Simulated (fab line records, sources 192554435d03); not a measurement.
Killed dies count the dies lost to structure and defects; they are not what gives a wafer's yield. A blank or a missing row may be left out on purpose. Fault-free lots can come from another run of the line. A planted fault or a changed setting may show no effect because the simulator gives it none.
Lot-split experiment / flow n5 finfet / 21 wafers read across 7 lots, on a route 1938 steps long

## ABOUT THE SPLIT
At N5_BEOL_M10_TRENCH_ETCH_37 (etches SiCOH lowk in C4F6/O2, target depth 148.83 nm, time 48 s), the setting bias w was moved away from the recipe's 185 W on 7 of the 21 wafers read, by -17.9% to +10.5%. The other wafers ran this setting at the recipe's value.

## FROM THE SPLIT TO THE READING: what the file shows between them, 11 steps
- N5_BEOL_M10_ETCH_41: etches SiCN in CH3F/O2, target depth 42.6 nm, time 86 s (also split here: source w)
- N5_BEOL_M10_STRIP_77: strips in N2/H2, time 10 s
- N5_BEOL_M10_OCD_MEAS_38
- N5_BEOL_M10_HM_STRIP_39: strips TiN in peroxide tin strip, target depth 25 nm, time 158 s
- N5_BEOL_M10_SRD_40: time 30 s
- N5_BEOL_M10_ECD_50: material Cu, target thk 318 nm
- N5_BEOL_M10_ANNEAL_51: time 90 s
- N5_BEOL_M10_CMP_52: polishes, stops on SiCOH lowk, t overpolish 7 s, target thk 140 nm
- N5_BEOL_M10_THK_MEAS_53: measures by xrf
- N5_BEOL_M10_PRE_CLEAN_55: time 15 s
- N5_BEOL_M10_DEP_56: deposits SiCN from 3MS/NH3, target thk 15 nm, time 26.5 s

## THE READING
M10_RS (ohm/sq), read at N5_BEOL_M10_RS_MEAS_57 with a four-point probe. On this fab line, fault-free wafers typically give 0.1502 ohm/sq with a standard deviation of 0.0028 ohm/sq.

wafer=L075.2; tool, chamber at the split=rie diel-06, 3; bias w as run, W=185; against the recipe=recipe; M10_RS, ohm/sq=0.1484; against lot-mates on the recipe=-
wafer=L075.3; tool, chamber at the split=rie diel-06, 2; bias w as run, W=151.8; against the recipe=-17.9%; M10_RS, ohm/sq=0.1603; against lot-mates on the recipe=+0.0125
wafer=L075.5; tool, chamber at the split=rie diel-06, 0; bias w as run, W=185; against the recipe=recipe; M10_RS, ohm/sq=0.1472; against lot-mates on the recipe=-
wafer=L076.2; tool, chamber at the split=rie diel-06, 3; bias w as run, W=185; against the recipe=recipe; M10_RS, ohm/sq=0.1535; against lot-mates on the recipe=-
wafer=L076.3; tool, chamber at the split=rie diel-06, 0; bias w as run, W=198.5; against the recipe=+7.3%; M10_RS, ohm/sq=0.1450; against lot-mates on the recipe=-0.0085
wafer=L076.6; tool, chamber at the split=rie diel-06, 2; bias w as run, W=198.5; against the recipe=+7.3%; M10_RS, ohm/sq=0.1454; against lot-mates on the recipe=-0.0081
wafer=L080.2; tool, chamber at the split=rie diel-02, 3; bias w as run, W=164.6; against the recipe=-11.0%; M10_RS, ohm/sq=0.1581; against lot-mates on the recipe=+0.0035
wafer=L080.3; tool, chamber at the split=rie diel-02, 2; bias w as run, W=164.6; against the recipe=-11.0%; M10_RS, ohm/sq=0.1588; against lot-mates on the recipe=+0.0042
wafer=L080.5; tool, chamber at the split=rie diel-02, 0; bias w as run, W=185; against the recipe=recipe; M10_RS, ohm/sq=0.1546; against lot-mates on the recipe=-
wafer=L082.3; tool, chamber at the split=rie diel-04, 2; bias w as run, W=185; against the recipe=recipe; M10_RS, ohm/sq=0.1477; against lot-mates on the recipe=-
wafer=L082.4; tool, chamber at the split=rie diel-04, 1; bias w as run, W=185; against the recipe=recipe; M10_RS, ohm/sq=0.1511; against lot-mates on the recipe=-
wafer=L082.6; tool, chamber at the split=rie diel-04, 2; bias w as run, W=185; against the recipe=recipe; M10_RS, ohm/sq=0.1464; against lot-mates on the recipe=-
wafer=L086.1; tool, chamber at the split=rie diel-02, 1; bias w as run, W=185; against the recipe=recipe; M10_RS, ohm/sq=0.1505; against lot-mates on the recipe=-
wafer=L086.4; tool, chamber at the split=rie diel-02, 0; bias w as run, W=185; against the recipe=recipe; M10_RS, ohm/sq=0.1504; against lot-mates on the recipe=-
wafer=L086.5; tool, chamber at the split=rie diel-02, 1; bias w as run, W=158.4; against the recipe=-14.4%; M10_RS, ohm/sq=0.1587; against lot-mates on the recipe=+0.0083
wafer=L085.2; tool, chamber at the split=rie diel-04, 0; bias w as run, W=185; against the recipe=recipe; M10_RS, ohm/sq=0.1496; against lot-mates on the recipe=-
wafer=L085.3; tool, chamber at the split=rie diel-04, 3; bias w as run, W=204.4; against the recipe=+10.5%; M10_RS, ohm/sq=0.1468; against lot-mates on the recipe=-0.0029
wafer=L085.4; tool, chamber at the split=rie diel-04, 0; bias w as run, W=185; against the recipe=recipe; M10_RS, ohm/sq=0.1498; against lot-mates on the recipe=-
wafer=L096.1; tool, chamber at the split=rie diel-06, 3; bias w as run, W=185; against the recipe=recipe; M10_RS, ohm/sq=0.1489; against lot-mates on the recipe=-
wafer=L096.4; tool, chamber at the split=rie diel-06, 0; bias w as run, W=185; against the recipe=recipe; M10_RS, ohm/sq=0.1501; against lot-mates on the recipe=-
wafer=L096.6; tool, chamber at the split=rie diel-06, 3; bias w as run, W=185; against the recipe=recipe; M10_RS, ohm/sq=0.1502; against lot-mates on the recipe=-

FIT RESULTS
A straight line over all 21 wafers: M10_RS changes by -0.000601 ohm/sq for each +1% of bias w; r = -0.90; the points scatter about the line by 0.0021 ohm/sq.
The same after taking each lot's own level away (the mean of its wafers on the recipe; 21 wafers): -0.000598 ohm/sq for each +1%; r = -0.91; scatter 0.0019 ohm/sq.
That fit puts the effect of the largest move of bias w on the reading at 0.011 ohm/sq.
Across the lots, their own levels run from 0.14780 to 0.15460 ohm/sq, a range of 2.4 times the standard deviation given above.
The two slopes agree, so the slope changes little with the lot-to-lot level.
Check: with one of the wafers moved furthest among these (-17.9%) left out of the fit, the line predicts +0.00923 ohm/sq for it against its lot-mates. Against them it came out at +0.0125 ohm/sq.
Tool readings at the split's step, against how far the setting was moved: rf vpp V r = +0.99.

## THE OTHER SPLITS THESE WAFERS WENT THROUGH
Before the reading, these wafers also passed through other splits. Each is held against what the fit with the lots' levels taken away leaves over:
other split on the same wafers=N5_BEOL_M9_ETCH_62 time s; wafers away from the commonest value=4; r with M10_RS (lot level and that fit taken away)=+0.02
other split on the same wafers=N5_BEOL_M9_COAT_64 spin rpm; wafers away from the commonest value=6; r with M10_RS (lot level and that fit taken away)=+0.13
other split on the same wafers=N5_BEOL_M10_ETCH_41 source w; wafers away from the commonest value=9; r with M10_RS (lot level and that fit taken away)=-0.26

## THE WHOLE CHAIN: every reading that the file lists as answering this split, in the file's order
step=N5_BEOL_M10_TRENCH_ETCH_37; what it does=etches SiCOH lowk in C4F6/O2, target depth 148.83 nm, time 48 s; reading=rf vpp V; change (the file's fit)=+5.37 V for each +1% of the setting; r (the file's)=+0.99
step=N5_BEOL_M10_TRENCH_ETCH_37; what it does=etches SiCOH lowk in C4F6/O2, target depth 148.83 nm, time 48 s; reading=etch.depth nm (the simulator's own value, which no gauge read); change (the file's fit)=+0.491 nm for each +1% of the setting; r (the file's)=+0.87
step=N5_BEOL_M10_TRENCH_ETCH_37; what it does=etches SiCOH lowk in C4F6/O2, target depth 148.83 nm, time 48 s; reading=BEOL_M10.feature depth nm (the simulator's own value, which no gauge read); change (the file's fit)=+0.49 nm for each +1% of the setting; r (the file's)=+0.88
step=N5_BEOL_M10_OCD_MEAS_38; what it does=; reading=trench depth nm; change (the file's fit)=+0.513 nm for each +1% of the setting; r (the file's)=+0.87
step=N5_BEOL_M10_CMP_52; what it does=polishes, stops on SiCOH lowk, t overpolish 7 s, target thk 140 nm; reading=Cu_of_BEOL_M10_ECD_50.thk nm (the simulator's own value, which no gauge read); change (the file's fit)=+0.476 nm for each +1% of the setting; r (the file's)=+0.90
step=N5_BEOL_M10_THK_MEAS_53; what it does=measures by xrf; reading=M10_THK; change (the file's fit)=+0.499 for each +1% of the setting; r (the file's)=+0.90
step=N5_BEOL_M10_RS_MEAS_57; what it does=measures by four-point-probe; reading=M10_RS; change (the file's fit)=-0.000584 for each +1% of the setting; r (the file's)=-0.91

## THE FILE'S OWN FIT
M10_RS changes by -0.000584 ohm/sq for each +1% of bias w, r = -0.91.
